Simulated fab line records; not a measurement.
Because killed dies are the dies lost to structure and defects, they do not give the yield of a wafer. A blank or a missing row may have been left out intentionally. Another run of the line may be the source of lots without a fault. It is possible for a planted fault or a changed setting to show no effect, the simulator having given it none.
Matching of chambers -- flow nand_harc -- rie_diel-03 running NHARC_P_BONDPAD_STRIP_15: 4 sister chambers
The step strips in O2. 8 wafers are shown with their chamber, then 8 later ones without.

WAFERS, EACH WITH ITS CHAMBER
wafer,chamber,showerhead_plenum_p_Torr (Torr),drypump_motor_current_A (A)
L082.2,1,3.30,5.8
L082.4,0,3.59,5.0
L083.3,1,3.30,5.8
L083.5,0,3.58,5.0
L085.1,3,3.59,6.2
L085.3,2,3.66,5.3
L085.5,2,3.66,5.3
L091.3,3,3.59,6.3

WAFERS WITH NO CHAMBER GIVEN
wafer,showerhead_plenum_p_Torr (Torr),drypump_motor_current_A (A)
L091.5,3.29,5.8
L091.6,3.59,6.3
L094.2,3.29,5.8
L094.3,3.58,5.0
L094.6,3.59,6.2
L097.1,3.66,5.3
L097.5,3.29,5.7
L097.6,3.66,5.3

WHICH CHAMBER EACH ONE RAN IN
wafer,from the rows above,in truth
L091.5,1,1
L091.6,3,3
L094.2,1,1
L094.3,0,0
L094.6,3,3
L097.1,2,2
L097.5,1,1
L097.6,2,2
8 of 8 placed correctly. Not placeable from these rows: 0. Number placed wrongly: 0.
How it was worked out, from the rows above alone: a wafer's distance from a chamber is the root of the sum, over the readings, of the square of ((its reading less the chamber's mean) divided by the reading's scatter). The wafer belongs to the nearest chamber; if the next one is less than 2 further off, it can't be placed. For every chamber, the mean is computed from those of its wafers that are shown. The scatter is the square root of a quotient: the sum, over the shown wafers, of each reading's squared deviation from its chamber's mean, divided by wafers minus chambers.
